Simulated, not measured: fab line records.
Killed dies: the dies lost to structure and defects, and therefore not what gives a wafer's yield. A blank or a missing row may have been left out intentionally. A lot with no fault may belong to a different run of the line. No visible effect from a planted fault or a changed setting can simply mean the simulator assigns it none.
Chamber matching | flow nand_harc | 4 sister chambers for NHARC_A_CHANNEL_HOLE_D1_ETCH_38 on rie_diel-06
The step etches the open film in CF4, target depth 39 nm, time 65 s. 8 wafers are shown with their chamber, then 12 later ones without.

WAFERS WITH THEIR CHAMBER
wafer  | chamber | showerhead_plenum_p_Torr (Torr) | drypump_motor_current_A (A)
L085.1 | 3       | 1.74                            | 6.5
L085.3 | 1       | 1.85                            | 5.6
L086.2 | 1       | 1.85                            | 5.6
L086.6 | 0       | 1.75                            | 6.0
L087.6 | 3       | 1.74                            | 6.5
L089.1 | 2       | 1.70                            | 5.7
L089.3 | 0       | 1.74                            | 6.0
L089.5 | 2       | 1.70                            | 5.8

WAFERS WHOSE CHAMBER IS MISSING
wafer  | showerhead_plenum_p_Torr (Torr) | drypump_motor_current_A (A)
L091.2 | 1.74                            | 5.9
L091.5 | 1.70                            | 5.8
L091.6 | 1.85                            | 5.6
L093.1 | 1.74                            | 6.6
L093.3 | 1.74                            | 6.0
L093.6 | 1.70                            | 5.7
L094.1 | 1.85                            | 5.6
L094.3 | 1.74                            | 6.5
L094.4 | 1.74                            | 5.9
L096.3 | 1.74                            | 6.5
L096.4 | 1.70                            | 5.8
L096.5 | 1.85                            | 5.6

EACH ONE'S CHAMBER
wafer  | from the rows above | in truth
L091.2 | 0                   | 0
L091.5 | 2                   | 2
L091.6 | 1                   | 1
L093.1 | 3                   | 3
L093.3 | 0                   | 0
L093.6 | 2                   | 2
L094.1 | 1                   | 1
L094.3 | 3                   | 3
L094.4 | 0                   | 0
L096.3 | 3                   | 3
L096.4 | 2                   | 2
L096.5 | 1                   | 1
12 of 12 placed correctly. Not placeable from these rows: 0. Placed wrongly: 0.
How it was worked out, from the rows above alone: a wafer's distance from a chamber is the root of the sum, over the readings, of the square of ((its reading less the chamber's mean) divided by the reading's scatter). The wafer belongs to the nearest chamber; if the next one is less than 2 further off, it can't be placed. The mean given for a chamber averages the wafers shown for that chamber. How the scatter is found: for the shown wafers, subtract from each reading the mean of its chamber, square and add these, divide the total by (wafers less chambers), then take the root.
